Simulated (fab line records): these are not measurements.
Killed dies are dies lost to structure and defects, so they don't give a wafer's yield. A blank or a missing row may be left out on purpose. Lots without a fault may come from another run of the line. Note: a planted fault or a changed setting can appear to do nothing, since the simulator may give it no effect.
fab line records	flow n5_finfet
record: lots: 7	wafers: 21
route steps=1938 shown ZERO_LAYER@16 FIN_SAQP@116 STI_FIN_REVEAL@190 DUMMY_GATE@221 SD_EPI_N@288 SD_EPI_P@295 SD_ACTIVATION@330 SDB@361 HKMG_FIN@438 GATE_CUT@510 BEOL_M4@1111
start_h: hours from the record's opening day to when the first of the lot's shown wafers began	wait_h: hours elapsed since this lot's preceding step	" repeats the value in the row above	L1.1+2: a single row standing in for several wafers	- no value, or no start was given	* or withheld: withheld	< > ~ a bound
route shown NAME@n: NAME is a module with steps in the file, n the number in the route of the first one	usual: mean and standard deviation over wafers with no fault	same: alike in all rows	chamber/n: place in a boat	sites: per-site readings	_std_site: standard deviation of those values	_edge_site: mean of outer sites minus mean of inner sites	radius_mm: for every site, how far away it sits from the centre of the wafer	mask NAME#n: copy n	behind: the most recent tool/chamber to have shaped the wafer	hold: cause of the lot's hold/its duration in hours/its outcome	device: which transistor (n, p or np) failed to switch	end of line: the route-end tests of the same wafers	a step with no rows: only its recipe	killed: not the wafer's yield, but the dies lost to structure and defects at the first sort	map: the dies of a wafer, with x for killed, . for not killed, _ for no die there
set.NAME: setting as actually run; set.NAME@STEP: the setting as run at that earlier step	model.NAME: the simulator's own value behind a step, which no gauge read
one table per step and one row per wafer, for lots whose settings were changed on purpose
== steps ==
step: N5_ZERO_LAYER_ETCH_18
recipe: chemistry: HBr/Cl2	target: Si	target_depth_a: 1200	time_s: 40	pressure_mtorr: 10	icp_w: 800	bias_w: 75	HBr_flow_sccm: 150	Cl2_flow_sccm: 80
lot.wafer	tool	chamber	start_h	wait_h	set.icp_w	model.ZERO_LAYER.feature_depth_nm	model.etch.depth_nm
L077.3	rie_si-03	3	30.80	0.0	800	118.9	118.9
L077.4	"	2	"	"	800	119.7	119.7
L077.5	"	1	"	"	747	117.5	117.5
L078.2	rie_si-02	1	36.91	0.0	752.5	119.2	119.2
L078.5	"	1	"	"	800	118.9	118.9
L078.6	"	2	"	"	752.5	117.3	117.3
L082.1	rie_si-02	0	60.94	0.0	800	119.5	119.5
L082.2	"	2	"	"	800	119.4	119.4
L082.5	"	3	"	"	800	117	117
L090.1	rie_si-04	2	108.91	0.0	678.1	111.6	111.6
L090.3	"	0	"	"	678.1	111.4	111.4
L090.6	"	1	"	"	800	120.3	120.3
L091.1	rie_si-02	0	114.81	0.0	800	119.7	119.7
L091.3	"	2	"	"	722	113.6	113.6
L091.4	"	3	"	"	722	112.6	112.6
L095.1	rie_si-02	2	138.91	0.0	698	113.2	113.2
L095.3	"	0	"	"	800	120.5	120.5
L095.5	"	2	"	"	698	114.3	114.3
L097.1	rie_si-04	3	150.92	0.0	800	119.4	119.4
L097.2	"	0	"	"	800	118.2	118.2
L097.4	"	1	"	"	800	118.4	118.4
step: N5_FIN_SAQP_ETCH_52
recipe: chemistry: N2/H2	target: SOC	target_depth_a: 1000	overetch_a: 200	mask_material: SiARC	temp_c: 40	time_s: 150	ion_energy_ev: 200	pressure_mtorr: 30	source_w: 840	bias_w: 150	n2_flow_sccm: 200	h2_flow_sccm: 200	ends: end_point
usual: rf_vpp_V: 524.0/2.3
lot.wafer	tool	chamber	start_h	wait_h	set.source_w	rf_vpp_V
L077.3	rie_diel-04	3	40.20	0.0	929.9	512.5
L077.4	"	1	"	"	929.9	504.8
L077.5	"	1	"	"	929.9	506.1
L078.2	rie_diel-02	3	47.26	0.0	840	523.7
L078.5	"	3	"	"	840	523.4
L078.6	"	2	"	"	840	523.7
L082.1	rie_diel-04	0	70.81	0.0	840	524.0
L082.2	"	1	"	"	741.4	544.7
L082.5	"	0	"	"	840	524.5
L090.1	rie_diel-02	1	119.06	0.0	929.3	507.9
L090.3	"	3	"	"	840	524.9
L090.6	"	1	"	"	929.3	507.5
L091.1	rie_diel-04	2	124.24	0.0	798.9	530.4
L091.3	"	0	"	"	798.9	531.4
L091.4	"	3	"	"	840	529.6
L095.1	rie_diel-06	3	148.52	0.0	840	524.7
L095.3	"	2	"	"	840	520.4
L095.5	"	0	"	"	840	520.9
L097.1	rie_diel-06	3	160.04	0.0	840	524.7
L097.2	"	2	"	"	840	521.1
L097.4	"	3	"	"	840	524.8
step: N5_STI_FIN_REVEAL_ETCHBACK_08
recipe: chemistry: C4F6/O2	target: SiO2	target_depth_a: 305	time_s: 10.167	ion_energy_ev: 250	pressure_mtorr: 30	source_w: 345	bias_w: 185	Ar_flow_sccm: 300	C4F6_flow_sccm: 10	O2_flow_sccm: 10
lot.wafer	tool	chamber	start_h	wait_h	set.time_s
L077.3	rie_diel-06	3	52.79	0.1	8.611
L077.4+5	"	0	"	"	10.167
L078.2	rie_diel-06	0	60.20	0.2	8.047
L078.5+6	"	0,1	"	"	10.167
L082.1	rie_diel-02	1	82.66	0.2	11.76
L082.2+5	"	3	"	"	10.167
L090.1+3+6	rie_diel-04	0,1,0	130.61	0.2	10.167
L091.1+4	rie_diel-04	0,1	135.68	0.2	10.167
L091.3	"	3	"	"	9.184
L095.1+3	rie_diel-06	3,2	160.22	0.3	10.167
L095.5	"	2	"	"	12.07
L097.1+2+4	rie_diel-04	3,2,2	171.29	0.2	10.167
step: N5_STI_FIN_REVEAL_STRIP_24
recipe: chemistry: N2/H2	time_s: 90	power_w: 100	temp_c: 40	pressure_mtorr: 100	rf_frequency_hz: 6e+07	bias_power_w: 3	n2_flow_sccm: 300	h2_flow_sccm: 300
step: N5_STI_FIN_REVEAL_PRECLEAN_25
recipe: chemistry: SPM	time_s: 90	temp_c: 120	mix: 4:1
step: N5_STI_FIN_REVEAL_SRD_23
recipe: dry: ipa_marangoni	time_s: 30	temp_c: 23	rinse_liquid: diw
step: N5_STI_FIN_REVEAL_FIN_H_MEAS_10
usual: trench_depth_nm: 52.1/0.75
lot.wafer	tool	chamber	start_h	wait_h	set.time_s@STI_FIN_REVEAL_ETCHBACK_08	trench_depth_nm
L077.3	ocd-01	-	55.76	0.0	8.611	47.8
L077.4	"	-	"	"	10.167	52.1
L077.5	"	-	"	"	10.167	51.9
L078.2	ocd-02	-	63.18	0.0	8.047	45.4
L078.5	"	-	"	"	10.167	51.5
L078.6	"	-	"	"	10.167	51.5
L082.1	ocd-01	-	85.62	0.0	11.76	56.8
L082.2	"	-	"	"	10.167	50.7
L082.5	"	-	"	"	10.167	51.3
L090.1	ocd-01	-	133.63	0.0	10.167	52.4
L090.3	"	-	"	"	10.167	52.6
L090.6	"	-	"	"	10.167	52.2
L091.1	ocd-02	-	138.71	0.0	10.167	52.4
L091.3	"	-	"	"	9.184	49.3
L091.4	"	-	"	"	10.167	51.9
L095.1	ocd-02	-	163.25	0.0	10.167	53.4
L095.3	"	-	"	"	10.167	53.7
L095.5	"	-	"	"	12.07	58.1
L097.1	ocd-02	-	174.43	0.0	10.167	52.7
L097.2	"	-	"	"	10.167	53.2
L097.4	"	-	"	"	10.167	52.4
step: N5_DUMMY_GATE_PECVD_30
recipe: material: SiO2	target_thk_a: 550	temp_c: 400	precursor: TEOS/O2	pressure_torr: 6.5	rf_w: withheld	teos_flow_sccm: withheld	gas: O2	flow_sccm: 2650	time_s: 10.8
lot.wafer	tool	chamber	start_h	wait_h	set.time_s	model.SiO2_of_DUMMY_GATE_PECVD_30.thk_nm
L077.3	pecvd-01	0	64.56	0.0	10.8	55.4
L077.4+5	"	1,0	"	"	10.8	56.6
L078.2	pecvd-01	1	73.42	0.0	10.8	54.8
L078.5	"	0	"	"	9.891	51.4
L078.6	"	2	"	"	10.8	55.6
L082.1	pecvd-03	2	93.91	0.0	10.8	54.2
L082.2	"	1	"	"	9.634	49
L082.5	"	2	"	"	10.8	54.4
L090.1	pecvd-04	2	142.24	0.0	10.8	54.8
L090.3	"	0	"	"	10.8	54.6
L090.6	"	0	"	"	10.8	55.8
L091.1	pecvd-03	2	146.98	0.0	10.8	54.6
L091.3	"	1	"	"	11.78	59.8
L091.4	"	2	"	"	11.78	60.6
L095.1	pecvd-01	2	171.98	0.0	12	60.6
L095.3	"	1	"	"	10.8	55.2
L095.5	"	0	"	"	10.8	55.8
L097.1	pecvd-04	2	182.69	0.0	10.8	54.8
L097.2	"	1	"	"	10.8	55.4
L097.4	"	2	"	"	10.8	55.6
step: N5_DUMMY_GATE_COAT_28
recipe: resist: underlayer	temp_c: 205	time_s: 60	spin_rpm: 1500	resist_thk_nm: 10
lot.wafer	tool	chamber	start_h	wait_h	set.spin_rpm	model.underlayer_of_DUMMY_GATE_COAT_28.thk_nm
L077.3+4+5	litho_track-02	0	-	-	1500	10
L078.2	litho_track-02	0	-	-	1360	10.4
L078.5+6	"	0	"	"	1500	10
L082.1	litho_track-01	0	-	-	1614	9.6
L082.2+5	"	0	"	"	1500	10
L090.1	litho_track-01	0	-	-	1500	10
L090.3+6	"	0	"	"	1348	10.6
L091.1+3	litho_track-02	0	-	-	1500	10
L091.4	"	0	"	"	1351	10.6
L095.1+3	litho_track-01	0	-	-	1500	10
L095.5	"	0	"	"	1596	9.8
L097.1+2+4	litho_track-04	0	-	-	1500	10
step: N5_DUMMY_GATE_COAT_09
recipe: resist: CAR-EUV	spin_rpm: 1500	resist_thk_nm: 30
step: N5_DUMMY_GATE_EBR_11
recipe: solvent: PGMEA	ebr_width_mm: 1.5
step: N5_DUMMY_GATE_ETCH_31
recipe: chemistry: C4F6/O2	target: SiO2	mask_material: SOC	target_depth_a: 825	time_s: 27.5	ion_energy_ev: 250	pressure_mtorr: 30	source_w: 345	bias_w: 185	Ar_flow_sccm: 300	C4F6_flow_sccm: 10	O2_flow_sccm: 10
step: N5_DUMMY_GATE_STRIP_41
recipe: chemistry: O2	power_w: 400	temp_c: 40	pressure_mtorr: 30	rf_frequency_hz: 6e+07	bias_power_w: 0	overash_fraction: 0.3	o2_flow_sccm: 225
step: N5_DUMMY_GATE_HM_OPEN_21
recipe: chemistry: CH3F/O2	target: SiNx	target_depth_a: 1200	Ar_flow_sccm: 150	CH3F_flow_sccm: 30	O2_flow_sccm: 23	time_s: 171.4	pressure_mtorr: 30	source_w: 395	bias_w: 73	ion_energy_ev: 120.7
lot.wafer	tool	chamber	start_h	wait_h	set.time_s@DUMMY_GATE_PECVD_30	model.SiO2_of_DUMMY_GATE_PECVD_30.thk_nm
L077.3	rie_diel-01	3	65.52	0.0	10.8	45.6
L077.4+5	"	2,3	"	"	10.8	46.8
L078.2	rie_diel-01	0	74.38	0.0	10.8	44.6
L078.5	"	3	"	"	9.891	41.6
L078.6	"	2	"	"	10.8	45.6
L082.1	rie_diel-01	3	95.07	0.0	10.8	44.4
L082.2	"	2	"	"	9.634	39
L082.5	"	1	"	"	10.8	44.2
L090.1	rie_diel-03	3	143.33	0.0	10.8	44.6
L090.3	"	1	"	"	10.8	44.4
L090.6	"	2	"	"	10.8	45.8
L091.1	rie_diel-03	3	148.22	0.0	10.8	44.8
L091.3	"	2	"	"	11.78	50
L091.4	"	0	"	"	11.78	50.6
L095.1	rie_diel-03	2	172.98	0.0	12	50.8
L095.3	"	3	"	"	10.8	45.2
L095.5	"	2	"	"	10.8	46
L097.1	rie_diel-05	2	183.78	0.0	10.8	44.8
L097.2	"	0	"	"	10.8	45.4
L097.4	"	2	"	"	10.8	45.8
step: N5_SD_EPI_N_EPI_21
recipe: material: Si:P	dopant: P	temp_c: 680	pressure_torr: 255	time_s: 690
lot.wafer	tool	chamber	start_h	wait_h	set.temp_c	model.Si-P_of_SD_EPI_N_EPI_21.thk_nm
L077.3	epi_rpcvd-02	0	69.60	0.7	675.3	54.4
L077.4	"	0	"	"	675.3	55
L077.5	"	0	"	"	680	59.6
L078.2	epi_rpcvd-03	0	78.66	0.7	680	58.2
L078.5	"	0	80.15	2.0	676.4	55.4
L078.6	"	0	"	"	680	58.8
L082.1	epi_rpcvd-02	0	99.13	0.1	683.2	62
L082.2	"	0	"	"	680	58.8
L082.5	"	0	"	"	683.2	61.8
L090.1+3	epi_rpcvd-02	0	147.00	0.1	680	59.6
L090.6	"	0	148.40	1.4	680	59.4
L091.1	epi_rpcvd-02	0	151.73	0.1	680	59
L091.3	"	0	"	"	675.9	55.8
L091.4	"	0	"	"	675.9	54.8
L095.1+5	epi_rpcvd-03	0	176.48	0.1	676.1	54.8
L095.3	"	0	"	"	680	59
L097.1+4	epi_rpcvd-02	0	187.19	0.1	680	58.4
L097.2	"	0	"	"	680	59
step: N5_SD_EPI_N_EPI_MEAS_23
recipe: mode: xrd
usual: thk_nm: 58.8/1.2
lot.wafer	tool	chamber	start_h	wait_h	set.temp_c@SD_EPI_N_EPI_21	thk_nm
L077.3	film_metro-02	-	70.76	0.9	675.3	53.9
L077.4	"	-	"	"	675.3	56.8
L077.5	"	-	"	"	680	59.4
L078.2	film_metro-02	-	81.20	2.0	680	58.0
L078.5	"	-	"	"	676.4	55.7
L078.6	"	-	"	"	680	58.9
L082.1	film_metro-02	-	100.84	1.4	683.2	61.5
L082.2	"	-	"	"	680	59.0
L082.5	"	-	"	"	683.2	60.8
L090.1	film_metro-02	-	148.71	1.4	680	60.4
L090.3	"	-	"	"	680	59.9
L090.6	"	-	"	"	680	60.7
L091.1	film_metro-02	-	153.45	1.4	680	59.9
L091.3	"	-	"	"	675.9	55.6
L091.4	"	-	"	"	675.9	54.2
L095.1	film_metro-01	-	178.20	1.4	676.1	55.5
L095.3	"	-	"	"	680	58.1
L095.5	"	-	"	"	676.1	54.6
L097.1	film_metro-02	-	188.92	1.5	680	59.8
L097.2	"	-	"	"	680	56.9
L097.4	"	-	"	"	680	59.1
step: N5_SD_EPI_N_PRECLEAN_24
recipe: chemistry: O3/DIW	time_s: 60	temp_c: 22	o3_ppm: 10
lot.wafer	tool	chamber	start_h	wait_h	set.temp_c@SD_EPI_N_EPI_21	model.Si-P_of_SD_EPI_N_EPI_21.thk_nm
L077.3	wet_bench-03	3	70.79	0.0	675.3	54
L077.4	"	1	"	"	675.3	54.6
L077.5	"	0	"	"	680	59.2
L078.2	wet_bench-02	1	81.24	0.0	680	57.8
L078.5	"	5	"	"	676.4	55.2
L078.6	"	3	"	"	680	58.4
L082.1	wet_bench-02	6	100.88	0.0	683.2	61.6
L082.2	"	0	"	"	680	58.4
L082.5	"	7	"	"	683.2	61.4
L090.1+3	wet_bench-02	4,0	148.75	0.0	680	59.2
L090.6	"	5	"	"	680	59
L091.1	wet_bench-03	2	153.49	0.0	680	58.6
L091.3	"	7	"	"	675.9	55.4
L091.4	"	0	"	"	675.9	54.4
L095.1+5	wet_bench-03	5,1	178.23	0.0	676.1	54.4
L095.3	"	0	"	"	680	58.6
L097.1+4	wet_bench-03	5,0	188.96	0.0	680	58
L097.2	"	6	"	"	680	58.6
step: N5_SD_EPI_P_COAT_34
recipe: resist: SOC	temp_c: 250	time_s: 60	spin_rpm: 1500	resist_thk_nm: 350
lot.wafer	tool	chamber	start_h	wait_h	set.temp_c
L077.3+5	litho_track-02	0	71.34	0.0	253.7
L077.4	"	0	"	"	250
L078.2+5+6	litho_track-04	0	81.79	0.0	250
L082.1+2	litho_track-04	0	101.45	0.0	250
L082.5	"	0	"	"	244.6
L090.1	litho_track-04	0	149.30	0.0	257.1
L090.3+6	"	0	"	"	250
L091.1+4	litho_track-05	0	154.03	0.0	250
L091.3	"	0	"	"	259.8
L095.1	litho_track-02	0	178.78	0.0	260.2
L095.3+5	"	0	"	"	250
L097.1+2+4	litho_track-05	0	189.51	0.0	250
step: N5_SD_EPI_P_COAT_35
recipe: resist: SiARC	temp_c: 220	time_s: 60	spin_rpm: 1500	resist_thk_nm: 35
step: N5_SD_EPI_P_COAT_03
recipe: resist: CAR-ArF-block	spin_rpm: 1500	resist_thk_nm: 150
step: N5_SD_ACTIVATION_RTA_00
recipe: temp_c: 975	time_s: 0	ambient: N2	idle_temp_c: 600	ramp_up_c_per_s: 150	ramp_down_c_per_s: 60	cool_to_c: 600
step: N5_SD_ACTIVATION_LSA_01
recipe: temp_c: 1080	time_s: 0.0008	ambient: N2
step: N5_SD_ACTIVATION_RS_MEAS_03
recipe: thk_meas_gauge: four-point-probe
usual: RS_SD_N: 21.95/0.27	RS_SD_P: 55.9/0.94
lot.wafer	tool	chamber	start_h	wait_h	set.temp_c@SD_EPI_N_EPI_21	RS_SD_N[ohm/sq]	RS_SD_P[ohm/sq]
L077.3	film_metro-02	-	76.93	0.2	675.3	23.77	55.3
L077.4	"	-	"	"	675.3	23.66	54.5
L077.5	"	-	"	"	680	21.81	55.2
L078.2	film_metro-01	-	87.41	0.2	680	22.24	55.3
L078.5	"	-	"	"	676.4	23.34	55.5
L078.6	"	-	"	"	680	21.97	54.3
L082.1	film_metro-02	-	106.22	0.2	683.2	20.73	55.9
L082.2	"	-	"	"	680	21.88	56.4
L082.5	"	-	"	"	683.2	20.97	55.8
L090.1	film_metro-01	-	153.90	0.2	680	21.64	57.3
L090.3	"	-	"	"	680	21.74	57.9
L090.6	"	-	"	"	680	21.79	56.9
L091.1	film_metro-02	-	158.67	0.2	680	21.72	58.1
L091.3	"	-	"	"	675.9	22.90	57.1
L091.4	"	-	"	"	675.9	23.45	58.4
L095.1	film_metro-01	-	183.58	0.2	676.1	23.47	54.3
L095.3	"	-	"	"	680	22.01	54.8
L095.5	"	-	"	"	676.1	23.35	55.3
L097.1	film_metro-01	-	194.07	0.2	680	22.05	55.8
L097.2	"	-	"	"	680	21.83	55.2
L097.4	"	-	"	"	680	22.30	55.8
step: N5_SDB_ETCH_18
recipe: chemistry: N2/H2	target: SOC	target_depth_a: 1000	overetch_a: 200	mask_material: SiARC	temp_c: 40	time_s: 150	ion_energy_ev: 200	pressure_mtorr: 30	source_w: 840	bias_w: 150	n2_flow_sccm: 200	h2_flow_sccm: 200
lot.wafer	tool	chamber	start_h	wait_h	set.time_s	model.SiARC_of_SDB_COAT_04.thk_nm
L077.3	rie_diel-06	1	85.41	0.0	150	12.6
L077.4+5	"	3,1	"	"	125.3	13.4
L078.2+5	rie_diel-02	3	94.98	0.0	150	13
L078.6	"	1	"	"	150	12.8
L082.1	rie_diel-06	1	114.06	0.0	158.6	12.4
L082.2	"	2	"	"	158.6	12.6
L082.5	"	3	"	"	150	12.8
L090.1+6	rie_diel-02	3	161.29	0.0	125.9	13.8
L090.3	"	1	"	"	150	12.8
L091.1+3	rie_diel-06	2,1	165.78	0.0	150	12.8
L091.4	"	2	"	"	150	13
L095.1	rie_diel-04	3	193.18	0.0	150	12.8
L095.3	"	2	"	"	150	12.6
L095.5	"	1	"	"	176	11.8
L097.1+2	rie_diel-06	2,0	203.38	0.0	150	12.8
L097.4	"	3	"	"	150	12.6
step: N5_SDB_CUT_ETCH_26
recipe: chemistry: HBr/Cl2/O2	target: Si	target_depth_a: 1296	bt_time_s: 20	mask_material: SiNx	time_s: 51.8	ion_energy_ev: *	bias_w: *	pressure_mtorr: 10	icp_w: 800	HBr_flow_sccm: 150	Cl2_flow_sccm: 80	O2_flow_sccm: 12
lot.wafer	tool	chamber	start_h	wait_h	set.icp_w	model.etch.depth_nm	model.SDB.feature_depth_nm
L077.3	rie_si-03	1	85.96	0.1	800	131.1	131.2
L077.4	"	1	"	"	895.7	136.8	136.8
L077.5	"	2	"	"	800	130.5	130.4
L078.2	rie_si-04	0	95.52	0.1	700.3	122.2	122.2
L078.5	"	0	"	"	700.3	121	121
L078.6	"	3	"	"	800	128.9	128.8
L082.1	rie_si-03	3	114.60	0.1	719.5	121.5	121.6
L082.2	"	2	"	"	800	129.7	129.8
L082.5	"	0	"	"	719.5	120.5	120.6
L090.1	rie_si-02	3	161.83	0.1	800	127.5	127.4
L090.3	"	2	"	"	800	129.7	129.6
L090.6	"	0	"	"	680	120.2	120.2
L091.1	rie_si-02	1	166.32	0.1	940.2	141.7	141.8
L091.3	"	0	"	"	940.2	140.5	140.4
L091.4	"	3	"	"	800	128.8	128.8
L095.1	rie_si-03	0	195.71	0.1	800	128.8	128.8
L095.3	"	3	"	"	800	129.2	129.2
L095.5	"	3	"	"	868.5	133.6	133.6
L097.1	rie_si-02	3	204.18	0.1	800	128.2	128.2
L097.2	"	0	"	"	800	129.3	129.2
L097.4	"	2	"	"	800	130.4	130.4
step: N5_HKMG_FIN_ETCH_35
recipe: chemistry: N2/H2	target: SOC	target_depth_a: 2158	ion_energy_ev: 65	bias_w: 5	source_w: 3000	time_s: 243.4	pressure_mtorr: 30	n2_flow_sccm: 200	h2_flow_sccm: 200
usual: rf_vpp_V: 141.7/1.1
lot.wafer	tool	chamber	start_h	wait_h	set.source_w	rf_vpp_V	model.SOC_of_HKMG_FIN_COAT_29.thk_nm	model.etch.depth_nm	model.HKMG_FIN.feature_depth_nm
L077.3	rie_diel-04	3	94.78	0.0	3523	134.9	51.8	247.2	247.2
L077.4	"	0	"	"	3000	141.1	86.6	212.8	212.8
L077.5	"	3	"	"	3000	142.7	85.8	214.5	214.4
L078.2	rie_diel-06	1	104.60	0.0	3000	143.7	87	214.2	214.2
L078.5	"	1	"	"	3000	144.1	85.6	215.7	215.8
L078.6	"	0	"	"	2470	151.5	118.8	182.1	182.2
L082.1	rie_diel-06	3	124.07	0.0	3000	141.3	81.2	218.6	218.6
L082.2	"	0	"	"	3000	140.7	88.8	211	211
L082.5	"	2	"	"	3000	139.6	88.6	211.8	211.8
L090.1	rie_diel-06	0	170.51	0.0	3000	140.0	88.4	210.5	210.6
L090.3	"	1	"	"	3000	142.3	83.4	215.3	215.2
L090.6	"	2	"	"	3000	139.7	86.8	212.9	212.8
L091.1	rie_diel-06	3	175.77	0.0	3000	142.1	81.6	217.7	217.6
L091.3	"	2	"	"	3000	141.6	86.8	212.4	212.4
L091.4	"	0	"	"	3000	140.9	86.8	212.4	212.4
L095.1	rie_diel-02	1	206.50	0.0	2843	144.3	93.8	204.3	204.4
L095.3	"	3	"	"	3000	142.1	91.6	206.6	206.6
L095.5	"	3	"	"	2843	144.7	101.6	197.2	197.2
L097.1	rie_diel-04	0	212.83	0.0	3000	141.0	77.6	223.3	223.4
L097.2	"	3	"	"	3000	142.6	83.8	217.5	217.6
L097.4	"	2	"	"	3000	140.2	83.6	217.8	217.8
step: N5_GATE_CUT_ALD_22
recipe: material: SiNx	target_thk_a: 160	temp_c: 400	ald_precursor_family: SiH2I2	ald_co_reactant: N2/H2-plasma	pulse_time_s: 1	ald_cycles: 320	purge_time_s: 2	co_reactant_purge_time_s: 2	pressure_torr: 2
lot.wafer	tool	chamber	start_h	wait_h	set.ald_cycles	model.SiNx_of_GATE_CUT_ALD_22.thk_nm
L077.3+4	ald_sin-01	1,3	103.81	0.0	320	16
L077.5	"	2	"	"	367	18.2
L078.2+5+6	ald_sin-02	2,0,1	114.10	0.0	320	16
L082.1	ald_sin-01	2	132.72	0.0	320	16
L082.2	"	1	"	"	277	14
L082.5	"	1	"	"	277	13.8
L090.1	ald_sin-01	0	179.31	0.0	320	15.8
L090.3+6	"	2,3	"	"	320	16
L091.1+3	ald_sin-01	0,2	186.34	0.3	337	16.8
L091.4	"	1	"	"	337	17
L095.1+3	ald_sin-04	1,2	215.98	0.0	320	16
L095.5	"	3	"	"	320	16.2
L097.1+2	ald_sin-04	3,0	223.54	0.0	320	16.2
L097.4	"	1	"	"	320	16
step: N5_BEOL_M4_RC_MEAS_101
usual: ION_P: 461/6.4
lot.wafer	tool	chamber	start_h	wait_h	set.time_s@STI_FIN_REVEAL_ETCHBACK_08	ION_P[uA/um]
L077.3	prober-02	0	173.40	0.3	8.611	430
L077.4	"	0	"	"	10.167	459
L077.5	"	0	"	"	10.167	462
L078.2	prober-01	0	203.38	0.2	8.047	420
L078.5	"	0	"	"	10.167	462
L078.6	"	0	"	"	10.167	463
L082.1	prober-02	0	206.44	0.0	11.76	490
L082.2	"	0	"	"	10.167	444
L082.5	"	0	"	"	10.167	455
L090.1	prober-01	0	255.63	0.0	10.167	454
L090.3	"	0	"	"	10.167	463
L090.6	"	0	"	"	10.167	456
L091.1	prober-02	0	268.33	0.0	10.167	457
L091.3	"	0	"	"	9.184	440
L091.4	"	0	"	"	10.167	455
L095.1	prober-01	0	289.16	0.0	10.167	469
L095.3	"	0	"	"	10.167	463
L095.5	"	0	"	"	12.07	498
L097.1	prober-02	0	306.57	0.0	10.167	469
L097.2	"	0	"	"	10.167	464
L097.4	"	0	"	"	10.167	462
== key ==
split: step: N5_ZERO_LAYER_ETCH_18	setting: icp_w	stated: 800	by: wafer
response: step: N5_ZERO_LAYER_ETCH_18	reading: model.ZERO_LAYER.feature_depth_nm	change: +0.528	per: 1%	r: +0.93
response: step: N5_ZERO_LAYER_ETCH_18	reading: model.etch.depth_nm	change: +0.528	per: 1%	r: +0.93
split: step: N5_FIN_SAQP_ETCH_52	setting: source_w	stated: 840	by: wafer
response: step: N5_FIN_SAQP_ETCH_52	reading: rf_vpp_V	change: -1.57	per: 1%	r: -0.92
split: step: N5_STI_FIN_REVEAL_ETCHBACK_08	setting: time_s	stated: 10.167	by: wafer
response: step: N5_STI_FIN_REVEAL_FIN_H_MEAS_10	reading: trench_depth_nm	change: +0.291	per: 1%	r: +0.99
response: step: N5_BEOL_M4_RC_MEAS_101	reading: ION_P	slope: +2.04	per: 1%	together_with: none	explained: 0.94
split: step: N5_DUMMY_GATE_PECVD_30	setting: time_s	stated: 10.8	by: wafer
response: step: N5_DUMMY_GATE_PECVD_30	reading: model.SiO2_of_DUMMY_GATE_PECVD_30.thk_nm	change: +0.5	per: 1%	r: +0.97
response: step: N5_DUMMY_GATE_HM_OPEN_21	reading: model.SiO2_of_DUMMY_GATE_PECVD_30.thk_nm	change: +0.494	per: 1%	r: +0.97
split: step: N5_DUMMY_GATE_COAT_28	setting: spin_rpm	stated: 1500	by: wafer
response: step: N5_DUMMY_GATE_COAT_28	reading: model.underlayer_of_DUMMY_GATE_COAT_28.thk_nm	change: -0.0519	per: 1%	r: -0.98
split: step: N5_SD_EPI_N_EPI_21	setting: temp_c	stated: 680	by: wafer
response: step: N5_SD_EPI_N_EPI_21	reading: model.Si-P_of_SD_EPI_N_EPI_21.thk_nm	change: +6.65	per: 1%	r: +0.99
response: step: N5_SD_EPI_N_EPI_MEAS_23	reading: thk_nm	change: *	per: 1%	r: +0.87
response: step: N5_SD_EPI_N_PRECLEAN_24	reading: model.Si-P_of_SD_EPI_N_EPI_21.thk_nm	change: +6.59	per: 1%	r: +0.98
response: step: N5_SD_ACTIVATION_RS_MEAS_03	reading: RS_SD_N	change: -2.47	per: 1%	r: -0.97
split: step: N5_SD_EPI_P_COAT_34	setting: temp_c	stated: 250	by: wafer
response none clear
split: step: N5_SDB_ETCH_18	setting: time_s	stated: 150	by: wafer
response: step: N5_SDB_ETCH_18	reading: model.SiARC_of_SDB_COAT_04.thk_nm	change: -0.054	per: 1%	r: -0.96
split: step: N5_SDB_CUT_ETCH_26	setting: icp_w	stated: 800	by: wafer
response: step: N5_SDB_CUT_ETCH_26	reading: model.etch.depth_nm	change: +0.627	per: 1%	r: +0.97
response: step: N5_SDB_CUT_ETCH_26	reading: model.SDB.feature_depth_nm	change: +0.625	per: 1%	r: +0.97
split: step: N5_HKMG_FIN_ETCH_35	setting: source_w	stated: 3000	by: wafer
response: step: N5_HKMG_FIN_ETCH_35	reading: rf_vpp_V	change: -0.42	per: 1%	r: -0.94
response: step: N5_HKMG_FIN_ETCH_35	reading: model.SOC_of_HKMG_FIN_COAT_29.thk_nm	change: -1.87	per: 1%	r: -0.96
response: step: N5_HKMG_FIN_ETCH_35	reading: model.etch.depth_nm	change: +1.86	per: 1%	r: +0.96
response: step: N5_HKMG_FIN_ETCH_35	reading: model.HKMG_FIN.feature_depth_nm	change: +1.86	per: 1%	r: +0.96
split: step: N5_GATE_CUT_ALD_22	setting: ald_cycles	stated: 320	by: wafer
response: step: N5_GATE_CUT_ALD_22	reading: model.SiNx_of_GATE_CUT_ALD_22.thk_nm	change: +0.153	per: 1%	r: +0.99
